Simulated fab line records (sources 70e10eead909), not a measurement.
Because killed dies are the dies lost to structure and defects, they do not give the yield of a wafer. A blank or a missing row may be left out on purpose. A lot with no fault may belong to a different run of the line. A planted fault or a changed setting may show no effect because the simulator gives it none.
fab line records + flow nand-harc
record:
- lots: 11
- wafers: 33
- last-day: 26
route steps=1159 shown A_BONDPAD@1060 HYBRID_BOND@1094 END@1159
lots that met no fault: taken from a fault-free run of the same line
start-h: start of the lot's first displayed wafer, in hours after the record's first day + wait-h: hours from the lot's prior step to this one + " identical to the entry in the row above + L1.1+2: several wafers, shown together as one row + - no value present, or no start provided + * or withheld: withheld + < > ~ a bound
route shown NAME@n: names a module that has steps shown in the file, with the first one's number in the route + usual: mean/standard deviation taken from wafers without a fault + same: alike in all rows + chamber/n: place in a boat + sites: readings site by site + _std_site: standard deviation across them + _edge_site: the outer-site mean with the inner-site mean subtracted + radius-mm: how far each site lies from the wafer's centre + mask NAME#n: copy n + behind: tool/chamber where the wafer was last shaped + hold: reason for holding the lot/hours on hold/outcome of the hold + device: names the non-switching transistor (n, p or np) + end of line: at the end of the route, the tests of the same wafers + a step without rows: its recipe alone + killed: dies lost to structure and defects at the first sort, not the wafer's yield + map: per-die view of a wafer (x killed, . not killed, _ where there is no die)
set.NAME: the setting that was run; set.NAME@STEP: the one run at that earlier step + model.NAME: the simulator's own value behind a step, which no gauge read
a sample of lots followed through the steps of the route, with each step as a table and each wafer as a row
services: a tool's chamber out of use, with start hour (start-h, from the record's first day; less than 0 if before it), hours out, and reason
== steps ==
step: NHARC_A_BONDPAD_CMP_29
recipe:
- target-thk-nm: 200
- material: SiCN
usual:
- motor-current-A: 11.9/1
- slurry-filter-dp-kPa: 13.49/0.14
| lot.wafer | tool   | chamber | start-h | wait-h | motor-current-A | slurry-filter-dp-kPa |
|-----------|--------|---------|---------|--------|-----------------|----------------------|
| L933.3    | cmp-02 | 0       | 410.75  | -      | 11.7            | 13.51                |
| L933.1    | "      | 1       | "       | "      | 11.8            | 13.59                |
| L933.6    | "      | 2       | "       | "      | 11.4            | 13.53                |
| L932.3    | cmp-04 | 3       | 413.89  | -      | 10.8            | 13.67                |
| L932.4    | "      | 1       | "       | "      | 13.2            | 13.41                |
| L932.5    | "      | 2       | "       | "      | 13.4            | 13.50                |
| L935.3    | cmp-04 | 1       | 421.33  | -      | 13.2            | 13.68                |
| L935.1    | "      | 0       | "       | "      | 11.9            | 13.38                |
| L935.5    | "      | 2       | "       | "      | 12.7            | 13.54                |
| L934.3    | cmp-04 | 0       | 426.19  | -      | 12.2            | 13.67                |
| L934.6    | "      | 2       | "       | "      | 12.5            | 13.46                |
| L934.5    | "      | 3       | "       | "      | 10.3            | 13.22                |
| L936.2    | cmp-02 | 1       | 426.53  | -      | 12.1            | 13.34                |
| L936.4    | "      | 2       | "       | "      | 10.1            | 13.61                |
| L936.3    | "      | 3       | "       | "      | 11.1            | 13.34                |
| L941.1    | cmp-04 | 2       | 462.37  | -      | 13.1            | 13.28                |
| L941.3    | "      | 3       | "       | "      | 10.6            | 13.40                |
| L941.6    | "      | 0       | "       | "      | 11.9            | 13.37                |
| L938.4    | cmp-04 | 1       | 462.83  | -      | 12.9            | 13.43                |
| L938.5    | "      | 0       | "       | "      | 11.3            | 13.83                |
| L938.6    | "      | 1       | "       | "      | 13.3            | 13.30                |
| L942.4    | cmp-04 | 1       | 477.98  | -      | 12.8            | 13.48                |
| L942.3    | "      | 0       | "       | "      | 11.9            | 13.64                |
| L942.6    | "      | 1       | "       | "      | 12.5            | 13.48                |
| L952.1    | cmp-01 | 1       | 542.44  | -      | 11.6            | 13.26                |
| L952.2    | "      | 2       | "       | "      | 14.2            | 13.44                |
| L952.4    | "      | 0       | "       | "      | 12.3            | 13.33                |
| L950.4    | cmp-01 | 0       | 550.66  | -      | 12.7            | 13.52                |
| L950.5    | "      | 0       | "       | "      | 12.5            | 13.62                |
| L950.6    | "      | 1       | "       | "      | 12.2            | 13.55                |
| L954.1    | cmp-04 | 3       | 554.83  | -      | 10.5            | 13.64                |
| L954.2    | "      | 1       | "       | "      | 13.3            | 13.53                |
| L954.6    | "      | 2       | "       | "      | 13.3            | 13.59                |
step: NHARC_A_BONDPAD_CD_MEAS_09
recipe:
- target-cd-nm: 500
- landing-energy-ev: 500
usual:
- cd-nm: 499.8/2.1
| lot.wafer | tool      | chamber | start-h | wait-h | cd-nm |
|-----------|-----------|---------|---------|--------|-------|
| L933.1    | cd-sem-01 | 0       | 411.53  | -      | 498.2 |
| L933.3    | "         | 0       | "       | "      | 497.5 |
| L933.6    | "         | 0       | "       | "      | 501.7 |
| L932.3    | cd-sem-03 | 0       | 414.69  | -      | 500.9 |
| L932.4    | "         | 0       | "       | "      | 500.4 |
| L932.5    | "         | 0       | "       | "      | 500.8 |
| L935.1    | cd-sem-02 | 0       | 422.15  | -      | 500.3 |
| L935.3    | "         | 0       | "       | "      | 497.1 |
| L935.5    | "         | 0       | "       | "      | 499.0 |
| L934.3    | cd-sem-01 | 0       | 426.97  | -      | 500.5 |
| L934.5    | "         | 0       | "       | "      | 497.9 |
| L934.6    | "         | 0       | "       | "      | 500.9 |
| L936.2    | cd-sem-01 | 0       | 427.20  | -      | 495.6 |
| L936.3    | "         | 0       | "       | "      | 504.2 |
| L936.4    | "         | 0       | "       | "      | 500.9 |
| L941.1    | cd-sem-03 | 0       | 463.13  | -      | 497.7 |
| L941.3    | "         | 0       | "       | "      | 498.3 |
| L941.6    | "         | 0       | "       | "      | 497.0 |
| L938.4    | cd-sem-02 | 0       | 463.65  | -      | 499.2 |
| L938.5    | "         | 0       | "       | "      | 498.2 |
| L938.6    | "         | 0       | "       | "      | 499.6 |
| L942.3    | cd-sem-02 | 0       | 478.68  | -      | 503.7 |
| L942.4    | "         | 0       | "       | "      | 501.1 |
| L942.6    | "         | 0       | "       | "      | 498.9 |
| L952.1    | cd-sem-03 | 0       | 543.25  | -      | 500.3 |
| L952.2    | "         | 0       | "       | "      | 499.9 |
| L952.4    | "         | 0       | "       | "      | 501.0 |
| L950.4    | cd-sem-03 | 0       | 551.49  | -      | 496.2 |
| L950.5    | "         | 0       | "       | "      | 503.6 |
| L950.6    | "         | 0       | "       | "      | 500.6 |
| L954.1    | cd-sem-02 | 0       | 555.49  | -      | 501.0 |
| L954.2    | "         | 0       | "       | "      | 497.9 |
| L954.6    | "         | 0       | "       | "      | 500.6 |
step: NHARC_A_BONDPAD_PRE_CLEAN_26
recipe:
- time-s: 30
- temp-c: 280
- gas: H2/He
usual:
- heater-power-w: 398/36
| lot.wafer | tool           | chamber | start-h | wait-h | heater-power-w |
|-----------|----------------|---------|---------|--------|----------------|
| L933.1    | pvd-sputter-02 | -       | -       | -      | 397            |
| L933.3    | "              | -       | "       | "      | 397            |
| L933.6    | "              | -       | "       | "      | 400            |
| L932.3    | pvd-sputter-01 | -       | -       | -      | 441            |
| L932.4    | "              | -       | "       | "      | 408            |
| L932.5    | "              | -       | "       | "      | 332            |
| L935.1    | pvd-sputter-01 | -       | -       | -      | 334            |
| L935.3    | "              | -       | "       | "      | 385            |
| L935.5    | "              | -       | "       | "      | 373            |
| L934.3    | pvd-sputter-02 | -       | -       | -      | 364            |
| L934.6    | "              | -       | "       | "      | 431            |
| L934.5    | "              | -       | "       | "      | 367            |
| L936.4    | pvd-sputter-01 | -       | -       | -      | 436            |
| L936.3    | "              | -       | "       | "      | 336            |
| L936.2    | "              | -       | "       | "      | 376            |
| L941.1    | pvd-sputter-01 | -       | -       | -      | 367            |
| L941.3    | "              | -       | "       | "      | 336            |
| L941.6    | "              | -       | "       | "      | 409            |
| L938.4    | pvd-sputter-01 | -       | -       | -      | 326            |
| L938.6    | "              | -       | "       | "      | 443            |
| L938.5    | "              | -       | "       | "      | 329            |
| L942.4    | pvd-sputter-02 | -       | -       | -      | 359            |
| L942.3    | "              | -       | "       | "      | 397            |
| L942.6    | "              | -       | "       | "      | 408            |
| L952.1    | pvd-sputter-03 | -       | -       | -      | 480            |
| L952.4    | "              | -       | "       | "      | 404            |
| L952.2    | "              | -       | "       | "      | 393            |
| L950.4    | pvd-sputter-02 | -       | -       | -      | 394            |
| L950.6    | "              | -       | "       | "      | 359            |
| L950.5    | "              | -       | "       | "      | 400            |
| L954.2    | pvd-sputter-03 | -       | -       | -      | 405            |
| L954.1    | "              | -       | "       | "      | 396            |
| L954.6    | "              | -       | "       | "      | 402            |
step: NHARC_A_BONDPAD_ANNEAL_28
recipe:
- temp-c: 225
- time-s: 90
usual:
- wafer_temp_C_max: 226.0/0.35
| lot.wafer | tool          | chamber | start-h | wait-h | wafer_temp_C_max |
|-----------|---------------|---------|---------|--------|------------------|
| L933.1    | rtp-anneal-01 | 0       | 413.49  | 0.3    | 226.4            |
| L933.3    | "             | 0       | "       | "      | 226.4            |
| L933.6    | "             | 0       | "       | "      | 226.0            |
| L932.3    | rtp-anneal-02 | 0       | 416.71  | 0.3    | 225.6            |
| L932.4    | "             | 0       | "       | "      | 225.9            |
| L932.5    | "             | 0       | "       | "      | 225.6            |
| L935.1    | rtp-anneal-01 | 0       | 424.06  | 0.3    | 226.9            |
| L935.3    | "             | 0       | "       | "      | 226.3            |
| L935.5    | "             | 0       | "       | "      | 226.4            |
| L934.3    | rtp-anneal-01 | 0       | 428.96  | -      | 226.0            |
| L934.5    | "             | 0       | "       | "      | 226.2            |
| L934.6    | "             | 0       | "       | "      | 226.2            |
| L936.2    | rtp-anneal-02 | 0       | 429.33  | 0.5    | 225.7            |
| L936.3    | "             | 0       | "       | "      | 225.5            |
| L936.4    | "             | 0       | "       | "      | 225.6            |
| L941.1    | rtp-anneal-02 | 0       | 465.08  | -      | 226.2            |
| L941.3    | "             | 0       | "       | "      | 225.6            |
| L941.6    | "             | 0       | "       | "      | 225.9            |
| L938.4    | rtp-anneal-02 | 0       | 465.69  | 0.3    | 225.8            |
| L938.5    | "             | 0       | "       | "      | 226.1            |
| L938.6    | "             | 0       | "       | "      | 225.7            |
| L942.3    | rtp-anneal-01 | 0       | 480.72  | 0.3    | 226.2            |
| L942.4    | "             | 0       | "       | "      | 226.1            |
| L942.6    | "             | 0       | "       | "      | 226.0            |
| L952.1    | rtp-anneal-01 | 0       | 545.20  | -      | 226.4            |
| L952.2    | "             | 0       | "       | "      | 226.5            |
| L952.4    | "             | 0       | "       | "      | 225.9            |
| L950.4    | rtp-anneal-01 | 0       | 553.80  | -      | 226.4            |
| L950.5    | "             | 0       | "       | "      | 226.3            |
| L950.6    | "             | 0       | "       | "      | 226.2            |
| L954.1    | rtp-anneal-01 | 0       | 557.40  | 0.3    | 225.8            |
| L954.2    | "             | 0       | "       | "      | 226.0            |
| L954.6    | "             | 0       | "       | "      | 225.8            |
step: NHARC_HYBRID_BOND_ACTIVATE_00
recipe:
- time-s: 60
- n2-flow-sccm: 200
- ar-flow-sccm: 0
- bias-power-w: 0
- chemistry: N2
usual:
- drypump-motor-current-A: 5.7/0.59
- mfc-ar-sccm: 0.010/0.012
- oes-product-au: 1.006/0.012
- rf-vpp-V: 64.1/0.9
- showerhead-plenum-p-Torr: 1.77/0.067
| lot.wafer | tool        | chamber | start-h | wait-h | hold                     | drypump-motor-current-A | mfc-ar-sccm | oes-product-au | rf-hours-counter-h | rf-vpp-V | showerhead-plenum-p-Torr |
|-----------|-------------|---------|---------|--------|--------------------------|-------------------------|-------------|----------------|--------------------|----------|--------------------------|
| L933.3    | rie-diel-07 | 0       | 414.42  | 0.1    | -                        | 6.7                     | 0.011       | 1.008          | 0                  | 64.0     | 1.69                     |
| L933.1    | "           | 2       | "       | "      | -                        | 5.9                     | 0.003       | 1.003          | 0                  | 65.0     | 1.84                     |
| L933.6    | "           | 1       | "       | "      | -                        | 4.8                     | 0           | 0.990          | -                  | 63.5     | 1.70                     |
| L932.4    | rie-diel-04 | 0       | 417.56  | 0.1    | -                        | 5.3                     | 0           | 1.001          | 13                 | 63.7     | 1.69                     |
| L932.3    | "           | 3       | "       | "      | -                        | 6.5                     | 0.030       | 0.987          | 12                 | 64.3     | 1.80                     |
| L932.5    | "           | 1       | "       | "      | -                        | 5.0                     | 0.017       | 1.021          | -                  | 61.7     | 1.73                     |
| L935.1    | rie-diel-04 | 1       | 425.02  | 0.1    | -                        | 5.0                     | 0.017       | 1.014          | 13                 | 64.7     | 1.73                     |
| L935.3    | "           | 2       | "       | "      | -                        | 5.3                     | 0           | 1.005          | 13                 | 64.9     | 1.86                     |
| L935.5    | "           | 2       | "       | "      | -                        | 5.3                     | 0           | 0.999          | -                  | 65.2     | 1.86                     |
| L934.3    | rie-diel-04 | 0       | 429.83  | 0.1    | -                        | 5.3                     | 0           | 1.002          | 14                 | 63.8     | 1.69                     |
| L934.5    | "           | 2       | "       | "      | -                        | 5.3                     | 0           | 0.999          | -                  | 65.8     | 1.86                     |
| L934.6    | "           | 3       | "       | "      | -                        | 6.5                     | 0.030       | 0.995          | -                  | 64.7     | 1.80                     |
| L936.2    | rie-diel-04 | 2       | 430.29  | 0.1    | -                        | 5.3                     | 0           | 1.000          | 13                 | 65.9     | 1.86                     |
| L936.4    | "           | 3       | "       | "      | -                        | 6.5                     | 0.030       | 0.987          | 13                 | 64.8     | 1.80                     |
| L936.3    | "           | 0       | "       | "      | -                        | 5.3                     | 0           | 1.012          | 14                 | 64.0     | 1.69                     |
| L941.1    | rie-diel-12 | 2       | 466.05  | 0.1    | -                        | 6.2                     | 0           | 1.012          | 24                 | 64.2     | 1.85                     |
| L941.3    | "           | 3       | "       | "      | -                        | 6.0                     | 0           | 1.035          | 31                 | 63.4     | 1.80                     |
| L941.6    | "           | 1       | "       | "      | -                        | 5.9                     | 0.013       | 1.019          | -                  | 65.0     | 1.80                     |
| L938.4    | rie-diel-07 | 0       | 474.50  | 7.9    | await-dispo/6.4h/release | 6.6                     | 0.011       | 1.005          | -                  | 64.2     | 1.68                     |
| L938.6    | "           | 1       | "       | "      | await-dispo/6.4h/release | 4.7                     | 0           | 0.989          | -                  | 62.9     | 1.70                     |
| L938.5    | "           | 3       | "       | "      | await-dispo/6.4h/release | 5.5                     | 0.035       | 1.008          | -                  | 63.9     | 1.88                     |
| L942.4    | rie-diel-04 | 3       | 484.28  | 2.6    | await-dispo/2.5h/release | 6.5                     | 0.030       | 0.996          | 0                  | 65.6     | 1.80                     |
| L942.3    | "           | 0       | "       | "      | await-dispo/2.5h/release | 5.3                     | 0           | 1.009          | 0                  | 64.5     | 1.68                     |
| L942.6    | "           | 2       | "       | "      | await-dispo/2.5h/release | 5.3                     | 0           | 1.014          | -                  | 64.1     | 1.86                     |
| L952.2    | rie-diel-04 | 1       | 546.13  | 0.1    | -                        | 5.0                     | 0.017       | 0.996          | 6                  | 63.3     | 1.73                     |
| L952.4    | "           | 2       | "       | "      | -                        | 5.3                     | 0           | 1.017          | 6                  | 65.8     | 1.86                     |
| L952.1    | "           | 0       | "       | "      | -                        | 5.3                     | 0           | 1.001          | 7                  | 63.1     | 1.68                     |
| L950.4    | rie-diel-12 | 3       | 554.60  | 0.1    | -                        | 6.0                     | 0           | 1.015          | 62                 | 63.1     | 1.79                     |
| L950.5    | "           | 3       | "       | "      | -                        | 6.0                     | 0           | 1.014          | -                  | 63.7     | 1.79                     |
| L950.6    | "           | 0       | "       | "      | -                        | 5.7                     | 0           | 1.009          | -                  | 65.3     | 1.72                     |
| L954.1    | rie-diel-07 | 1       | 558.35  | 0.1    | -                        | 4.8                     | 0           | 0.987          | 48                 | 63.8     | 1.69                     |
| L954.2    | "           | 2       | "       | "      | -                        | 6.0                     | 0.003       | 1.000          | 35                 | 64.8     | 1.83                     |
| L954.6    | "           | 2       | "       | "      | -                        | 5.9                     | 0.003       | 0.998          | -                  | 63.9     | 1.83                     |
step: NHARC_END_SORT_01
recipe:
- temp-c: 25
usual:
- defect-limited-yield: 95.4/1.7
- killed-at-array: 27/12
- killed-at-other: 0.9/1.1
- killed-at-periphery: 3.2/2.4
- killed-dies: 31/12
- killed-open: 3.3/1.7
- killed-short: 2.0/1.6
- sort_bin_2_pct: 1.5/0.74
- sort_bin_3_pct: 0.25/0.22
- sort_bin_4_pct: 2.9/1.1
- sort-n-pass: 646/12
- sort-rim-yield-pct: 97.2/1.8
- sort-yield-pct: 95.4/1.7
same:
- gross-dies: 677
- sort_bin_5_pct[%]: 0
- sort_bin_6_pct[%]: 0
- sort_bin_7_pct[%]: 0
- sort_bin_8_pct[%]: 0
- sort-rim-n-gross: 106.00
| lot.wafer | tool      | chamber | start-h | wait-h | defect-limited-yield[%] | killed-at-array | killed-at-other | killed-at-periphery | killed-dies | killed-open | killed-short | sort_bin_2_pct[%] | sort_bin_3_pct[%] | sort_bin_4_pct[%] | sort-n-pass | sort-rim-yield-pct[%] | sort-yield-pct[%] |
|-----------|-----------|---------|---------|--------|-------------------------|-----------------|-----------------|---------------------|-------------|-------------|--------------|-------------------|-------------------|-------------------|-------------|-----------------------|-------------------|
| L938.4    | prober-01 | 0       | 566.06  | 3.4    | 20.8                    | 534             | 1               | 1                   | 536         | 1           | 1            | 34.3              | 6.65              | 38.3              | 141         | 19.8                  | 20.8              |
| L938.5    | prober-01 | 0       | 566.85  | 3.7    | 94.5                    | 30              | 0               | 7                   | 37          | 4           | 0            | 1.8               | 0.15              | 3.5               | 640         | 94.3                  | 94.5              |
| L938.6    | prober-01 | 0       | 567.64  | 4.0    | 21.0                    | 535             | 0               | 0                   | 535         | 3           | 0            | 30.6              | 9.60              | 38.8              | 142         | 22.6                  | 21.0              |
| L942.3    | prober-02 | 0       | 580.63  | 3.1    | 93.8                    | 41              | 0               | 1                   | 42          | 1           | 4            | 1.8               | 0.89              | 3.5               | 635         | 95.3                  | 93.8              |
| L942.4    | prober-02 | 0       | 581.44  | 3.4    | 20.7                    | 535             | 1               | 1                   | 537         | 3           | 1            | 35.5              | 7.24              | 36.6              | 140         | 22.6                  | 20.7              |
| L942.6    | prober-02 | 0       | 583.05  | 4.0    | 22.9                    | 518             | 1               | 3                   | 522         | 3           | 1            | 34.3              | 7.98              | 34.9              | 155         | 22.6                  | 22.9              |
killed by level:class
L938.4 A_BONDPAD:unspecified=524 A_SLIT:chamber-film-flake=4 A_CHANNEL_HOLE_D1:chamber-film-flake=2 A_CONTACT:geometric-particle:open=1 A_CONTACT:geometric-particle:short=1 P_M1:chamber-film-flake=1 A_STAIRCASE:chamber-film-flake=1 A_CONTACT:chamber-film-flake=1
L938.5 A_SLIT:chamber-film-flake=15 A_CONTACT:chamber-film-flake=6 P_M1:chamber-film-flake=4 P_M1:geometric-particle:open=2 A_STAIRCASE:chamber-film-flake=2 A_WL_FILL:chamber-film-flake=2 A_BONDPAD:chamber-film-flake=2 A_WL_FILL:geometric-particle:open=1
L938.6 A_BONDPAD:unspecified=511 A_SLIT:chamber-film-flake=9 A_CONTACT:geometric-particle:open=3 A_CHANNEL_HOLE_D1:chamber-film-flake=3 A_STAIRCASE:chamber-film-flake=3 A_CONTACT:chamber-film-flake=3 A_ZERO_WELL:chamber-film-flake=1 A_WL_FILL:chamber-film-flake=1
L942.3 A_CHANNEL_HOLE_D1:chamber-film-flake=17 A_SLIT:chamber-film-flake=14 A_CONTACT:chamber-film-flake=2 A_ONON_D1:geometric-particle:short=1 A_SGD_CUT:geometric-particle:short=1 A_WL_FILL:geometric-particle:open=1 A_WL_FILL:geometric-particle:short=1 A_CONTACT:geometric-particle:short=1
L942.4 A_BONDPAD:unspecified=516 A_CHANNEL_HOLE_D1:chamber-film-flake=10 A_SLIT:chamber-film-flake=5 A_ONON_D1:geometric-particle:open=1 A_CHANNEL_HOLE_D1:geometric-particle:short=1 A_CONTACT:geometric-particle:open=1 STARTING-WAFER:geometric-particle:open=1 P_M0:chamber-film-flake=1
L942.6 A_BONDPAD:unspecified=489 A_CHANNEL_HOLE_D1:chamber-film-flake=13 A_SLIT:chamber-film-flake=9 P_M2:chamber-film-flake=2 A_STAIRCASE:chamber-film-flake=2 A_CONTACT:chamber-film-flake=2 P_M0:geometric-particle:open=1 A_WL_FILL:geometric-particle:short=1
== services ==
| tool           | chamber | start-h | hours | kind   |
|----------------|---------|---------|-------|--------|
| cmp-04         | -       | 389.61  | 1.4   | repair |
| pvd-sputter-02 | -       | 392.00  | 10.0  | pm     |
| cmp-02         | -       | 394.32  | 3.2   | repair |
| cmp-04         | -       | 399.07  | 4.0   | pm     |
| rie-diel-12    | 0       | 404.99  | 3.0   | repair |
| rie-diel-07    | -       | 405.26  | 9.0   | pm     |
| rie-diel-12    | 2       | 406.89  | 20.2  | repair |
| cmp-02         | -       | 422.50  | 4.0   | pm     |
| cmp-01         | -       | 426.31  | 1.5   | repair |
| rie-diel-07    | 2       | 443.45  | 30.7  | repair |
| rie-diel-04    | 3       | 446.09  | 1.7   | repair |
| rie-diel-07    | 0       | 448.96  | 4.0   | repair |
| cmp-04         | -       | 455.90  | 0.8   | repair |
| cmp-01         | -       | 456.90  | 0.2   | repair |
| pvd-sputter-03 | -       | 458.02  | 10.0  | pm     |
| cmp-01         | -       | 461.60  | 4.5   | repair |
| rie-diel-04    | -       | 465.94  | 9.0   | pm     |
| cmp-01         | -       | 473.50  | 4.0   | pm     |
| pvd-sputter-03 | -       | 477.80  | 0.8   | repair |
| cmp-04         | -       | 497.07  | 4.0   | pm     |
| pvd-sputter-01 | -       | 514.02  | 10.0  | pm     |
| pvd-sputter-01 | -       | 545.71  | 0.9   | repair |
| rie-diel-04    | 1       | 548.95  | 20.0  | repair |
| pvd-sputter-01 | -       | 551.42  | 7.0   | repair |
== key ==
first-sign:
- step: NHARC_END_SORT_01
- reading: killed-at-array
- direction: up
- sigmas: 43
- usual: 27
- struck: 530
effect:
- step: NHARC_END_SORT_01
- reading: killed-dies
- direction: up
- sigmas: 43
- usual: 31
- struck: 532
more-kills-born-at:
- NHARC_A_BONDPAD_CMP_29@cmp-04: 2040
met-at NHARC_A_BONDPAD_CMP_29
struck-lots L938,L942
struck-wafers L938.4,L938.6,L942.4,L942.6
not-acting-at NHARC_A_BONDPAD_CD_MEAS_09,NHARC_A_BONDPAD_PRE_CLEAN_26,NHARC_A_BONDPAD_ANNEAL_28
onset-between 421.33 462.83
fault:
- kind: chamber-particle-source
- tool: cmp-04
- chamber: 1
- onset-h: 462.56
- steps: NHARC_A_BONDPAD_CMP_29
- rate-per-visit-cm2: 1.6016
- end-h: 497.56
